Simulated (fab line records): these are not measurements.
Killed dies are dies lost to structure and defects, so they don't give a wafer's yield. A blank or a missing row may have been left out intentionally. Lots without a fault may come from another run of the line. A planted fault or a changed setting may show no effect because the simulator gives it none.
fab line records | flow nandHarc | part 2 of 2: steps 5 to 6 of 6
[record] lots = 23 wafers = 69 lastDay = 33
route steps=1302 shown A_STAIRCASE@677
lots with no fault: from the same line, run without faults
startH: the number of hours between the record's first day and the start of the first shown wafer of the lot | waitH: time in hours since the lot's previous step | " the same as in the row above | L1.1+2: a row that stands for several wafers | - no value, or no start was given | * or withheld: withheld | < > ~ a bound
route shown NAME@n: names a module that has steps shown in the file, with the first one's number in the route | usual: mean/standard deviation taken from wafers without a fault | same: alike in all rows | chamber/n: place in a boat | sites: per-site readings | _std_site: standard deviation across them | _edge_site: the outer-site mean with the inner-site mean subtracted | radiusMm: for every site, how far away it sits from the centre of the wafer | mask NAME#n: copy n | behind: the last tool/chamber to shape the wafer | hold: why the lot went on hold/how many hours it stayed there/how the hold came to an end | device: transistor that didn't switch, given as n, p or np | end of line: tests run on the same wafers once the route is complete | where a step has no rows: the recipe by itself | killed: the dies lost at the first sort to structure and to defects; this is not the yield of the wafer | map: the dies of a wafer, with x for killed, . for not killed, _ for no die there
set.NAME: the run value of the setting; set.NAME@STEP: its run value at that earlier step | model.NAME: the simulator's own value behind a step, which no gauge read
a sample of lots followed through the steps of the route, with each step as a table and each wafer as a row
services: when a tool's chamber went out of use (startH, in hours from the record's first day, below 0 if earlier), for how many hours, and the reason
[[steps]]
[step NHARC_A_STAIRCASE_TRIM_222]
[recipe] timeS = 211.2 o2FlowSccm = 500 arFlowSccm = 0 biasW = 0 chemistry = O2
[usual] drypumpMotorCurrentA = 5.9/0.43 oesProductAu = 1.003/0.0099 rfVppV = 57.7/0.84 showerheadPlenumPTorr = 3.51/0.14 throttleValvePct = 17.036/0.009
[same] timeS = 211.2
// columns lot.wafer tool chamber startH waitH drypumpMotorCurrentA oesProductAu rfHoursCounterH rfVppV showerheadPlenumPTorr throttleValvePct
L075.2 rieDiel-03 3 - - 6.0 1.011 22 57.7 3.55 17.021
L075.3 " 0 " " 6.5 0.989 27 56.1 3.32 17.051
L075.5 " 2 " " 6.2 1.016 - 57.3 3.49 17.035
L074.1 rieDiel-13 3 - - 6.3 1.011 8 58.4 3.59 17.051
L074.5 " 2 " " 5.7 0.999 - 57.1 3.48 17.038
L074.6 " 3 " " 6.4 1.004 - 57.3 3.59 17.035
L077.4 rieDiel-07 3 - - 5.7 1.001 22 56.8 3.28 17.037
L077.1 " 0 " " 5.8 1.010 19 57.9 3.43 17.046
L077.3 " 1 " " 6.6 1.010 13 59.3 3.67 17.043
L076.4 rieDiel-13 3 - - 6.3 1.010 11 58.9 3.59 17.039
L076.2 " 0 " " 5.4 0.998 11 58.0 3.60 17.042
L076.6 " 1 " " 5.3 1.001 - 57.7 3.74 17.039
L078.1 rieDiel-13 1 - - 5.4 0.991 17 59.0 3.74 17.038
L078.2 " 0 " " 5.4 0.993 19 58.6 3.59 17.033
L078.5 " 1 " " 5.4 0.989 - 58.4 3.74 17.033
L080.2 rieDiel-03 0 - - 6.4 0.991 51 56.1 3.31 17.048
L080.3 " 2 " " 6.2 1.006 50 58.0 3.47 17.026
L080.5 " 1 " " 5.1 0.988 - 58.1 3.49 17.045
L082.1 rieDiel-07 2 - - 5.9 1.007 36 58.3 3.43 17.047
L082.2 " 0 " " 5.7 0.992 31 58.6 3.42 17.042
L082.5 " 3 " " 5.7 0.997 - 57.6 3.28 17.034
L079.2 rieDiel-07 2 - - 5.9 1.011 37 57.2 3.43 17.025
L079.1 " 0 " " 5.8 0.993 31 57.8 3.42 17.036
L079.5 " 2 " " 5.9 1.001 - 58.1 3.43 17.036
L081.2 rieDiel-13 1 - - 5.4 0.986 25 58.9 3.73 17.024
L081.4 " 3 " " 6.3 1.001 26 56.3 3.58 17.028
L081.6 " 0 " " 5.4 0.991 - 58.3 3.59 17.031
L085.4 rieDiel-07 0 - - 5.8 0.996 47 57.7 3.41 17.033
L085.2 " 2 " " 5.9 1.017 48 57.8 3.42 17.031
L085.6 " 0 " " 5.8 1.003 - 57.0 3.41 17.043
L083.2 rieDiel-07 1 - - 6.6 0.994 40 59.6 3.65 17.027
L083.4 " 0 " " 5.7 0.994 47 58.7 3.41 17.041
L083.6 " 2 " " 5.9 1.010 - 56.4 3.42 17.014
L084.3 rieDiel-07 2 - - 5.9 1.019 49 57.2 3.42 17.011
L084.4 " 3 " " 5.6 1.003 50 56.3 3.27 17.050
L084.5 " 1 " " 6.6 0.998 - 57.2 3.65 17.031
L086.3 rieDiel-03 3 - - 6.0 1.007 5 57.3 3.53 17.039
L086.6 " 3 " " 6.0 0.991 - 57.3 3.53 17.040
L086.5 " 2 " " 6.2 1.017 - 58.7 3.46 17.044
L087.3 rieDiel-03 1 - - 5.1 0.991 12 56.7 3.48 17.028
L087.4 " 3 " " 6.0 0.999 14 58.8 3.52 17.033
L087.2 " 0 " " 6.4 1.010 14 58.4 3.30 17.041
L090.3 rieDiel-07 3 - - 5.7 1.019 12 58.9 3.80 17.025
L090.2 " 0 " " 5.8 1.010 13 57.5 3.41 17.041
L090.4 " 3 " " 5.7 1.014 - 57.0 3.80 17.032
L089.4 rieDiel-03 3 - - 6.0 0.998 17 57.7 3.52 17.033
L089.3 " 2 " " 6.3 1.003 15 56.6 3.46 17.023
L089.5 " 0 " " 6.4 1.007 - 56.7 3.30 17.036
L091.4 rieDiel-03 0 - - 6.4 1.008 31 56.1 3.29 17.042
L091.2 " 1 " " 5.1 0.988 29 57.1 3.47 17.032
L091.6 " 0 " " 6.4 1.002 - 57.5 3.29 17.038
L093.4 rieDiel-07 0 - - 5.8 1.016 22 56.3 3.40 17.053
L093.2 " 1 " " 6.6 0.996 20 57.9 3.64 17.056
L093.1 " 2 " " 5.9 1.012 16 58.4 3.41 17.033
L092.1 rieDiel-13 2 - - 5.8 1.008 8 57.6 3.46 17.028
L092.3 " 3 " " 6.3 1.006 8 57.7 3.56 17.031
L092.6 " 2 " " 5.7 1.000 - 56.7 3.46 17.046
L094.2 rieDiel-13 1 - - 5.4 0.995 13 57.6 3.71 17.017
L094.1 " 2 " " 5.7 1.003 14 58.8 3.45 17.047
L094.6 " 3 " " 6.4 0.998 - 57.9 3.56 17.035
L095.4 rieDiel-07 1 - - 6.6 1.005 25 58.6 3.64 17.038
L095.3 " 3 " " 5.7 1.004 26 59.1 3.79 17.034
L095.6 " 1 " " 6.6 0.999 - 58.4 3.64 17.051
L096.3 rieDiel-07 2 - - 5.9 1.012 31 57.0 3.41 17.039
L096.4 " 1 " " 6.6 1.020 32 57.7 3.63 17.043
L096.5 " 3 " " 5.6 1.011 - 56.8 3.79 17.046
L097.3 rieDiel-03 1 - - 5.2 1.005 47 57.0 3.46 17.034
L097.4 " 2 " " 6.2 1.021 44 58.9 3.44 17.032
L097.5 " 0 " " 6.4 1.013 - 57.2 3.29 17.039
[step NHARC_A_STAIRCASE_ETCH_223]
[recipe] targetDepthA = 1000 timeS = 40.5 ionEnergyEv = 400 c4f8FlowSccm = 20 o2FlowSccm = 10 arFlowSccm = withheld rfW = 600 biasW = 1000 chemistry = C4F8/O2
[usual] oesProductAu = 0.946/0.013 rfVppV = 895/4.9
[same] timeS = 40.5
// columns lot.wafer tool chamber startH waitH oesProductAu rfHoursCounterH rfVppV
L075.3 rieDiel-03 2 - - 0.930 28 895
L075.2 " 3 " " 0.941 22 897
L075.5 " 0 " " 0.941 - 889
L074.1 rieDiel-13 3 - - 0.945 8 899
L074.5 " 3 " " 0.948 - 898
L074.6 " 0 " " 0.945 - 900
L077.4 rieDiel-07 3 - - 0.929 23 885
L077.3 " 0 " " 0.928 19 892
L077.1 " 1 " " 0.946 13 901
L076.2 rieDiel-13 3 - - 0.958 11 898
L076.4 " 0 " " 0.942 11 898
L076.6 " 3 " " 0.949 - 898
L078.2 rieDiel-13 2 - - 0.947 14 892
L078.1 " 0 " " 0.932 19 898
L078.5 " 2 " " 0.930 - 895
L080.3 rieDiel-03 2 - - 0.960 51 893
L080.2 " 3 " " 0.977 45 895
L080.5 " 3 " " 0.969 - 896
L082.2 rieDiel-07 3 - - 0.938 37 886
L082.1 " 0 " " 0.945 31 890
L082.5 " 1 " " 0.930 - 901
L079.1 rieDiel-07 3 - - 0.941 37 886
L079.2 " 1 " " 0.934 25 900
L079.5 " 0 " " 0.942 - 893
L081.2 rieDiel-13 2 - - 0.948 22 893
L081.4 " 0 " " 0.933 27 896
L081.6 " 2 " " 0.942 - 895
L085.2 rieDiel-07 0 - - 0.938 47 891
L085.4 " 2 " " 0.964 48 893
L085.6 " 1 " " 0.936 - 900
L083.4 rieDiel-07 1 - - 0.948 40 900
L083.2 " 2 " " 0.945 48 891
L083.6 " 0 " " 0.944 - 893
L084.3 rieDiel-07 0 - - 0.948 48 889
L084.4 " 1 " " 0.942 41 901
L084.5 " 1 " " 0.934 - 899
L086.3 rieDiel-03 1 - - 0.957 4 896
L086.6 " 2 " " 0.961 - 896
L086.5 " 3 " " 0.947 - 896
L087.3 rieDiel-03 2 - - 0.961 11 892
L087.2 " 3 " " 0.949 14 895
L087.4 " 0 " " 0.958 14 887
L090.2 rieDiel-07 1 - - 1.006 11 901
L090.3 " 2 " " 0.954 6 892
L090.4 " 3 " " 0.948 12 906
L089.4 rieDiel-03 1 - - 0.926 16 893
L089.3 " 2 " " 0.952 15 894
L089.5 " 0 " " 0.941 - 888
L091.2 rieDiel-03 3 - - 0.936 29 894
L091.4 " 0 " " 0.948 31 888
L091.6 " 0 " " 0.946 - 887
L093.2 rieDiel-07 1 - - 0.950 20 900
L093.1 " 2 " " 0.957 16 893
L093.4 " 0 " " 0.960 22 892
L092.1 rieDiel-13 3 - - 0.944 8 897
L092.3 " 1 " " 0.945 6 904
L092.6 " 3 " " 0.955 - 897
L094.1 rieDiel-13 0 - - 0.922 12 897
L094.2 " 2 " " 0.946 14 894
L094.6 " 0 " " 0.929 - 898
L095.4 rieDiel-07 3 - - 0.963 26 904
L095.3 " 1 " " 0.943 25 900
L095.6 " 3 " " 0.946 - 905
L096.4 rieDiel-07 1 - - 0.964 32 899
L096.3 " 3 " " 0.957 35 905
L096.5 " 2 " " 0.953 - 892
L097.4 rieDiel-03 0 - - 0.960 48 887
L097.3 " 1 " " 0.949 47 895
L097.5 " 2 " " 0.938 - 894
[[services]]
// columns tool chamber startH hours kind
rieDiel-07 0 327.91 - clean
rieDiel-07 1 327.91 - clean
rieDiel-07 2 327.91 - clean
rieDiel-07 1 332.23 22.9 repair
rieDiel-07 0 334.75 6.6 repair
plasmaAsher-01 - 342.00 9.0 pm
rieDiel-13 - 342.01 9.0 pm
rieDiel-13 2 382.00 8.0 repair
plasmaAsher-02 - 426.00 9.0 pm
rieDiel-03 0 436.69 27.1 repair
rieDiel-03 - 458.44 9.0 pm
rieDiel-13 0 463.10 2.8 repair
plasmaAsher-01 - 463.26 1.5 repair
rieDiel-07 - 471.39 9.0 pm
rieDiel-03 - 482.56 0.4 repair
rieDiel-07 2 488.60 5.3 repair
rieDiel-03 0 489.40 3.5 repair
rieDiel-07 1 515.78 3.4 repair
plasmaAsher-01 - 519.00 9.0 pm
rieDiel-13 - 519.01 9.0 pm
plasmaAsher-02 - 524.06 1.6 repair
rieDiel-03 3 543.77 2.2 repair
rieDiel-03 3 547.88 7.5 repair
rieDiel-03 2 570.41 4.8 repair
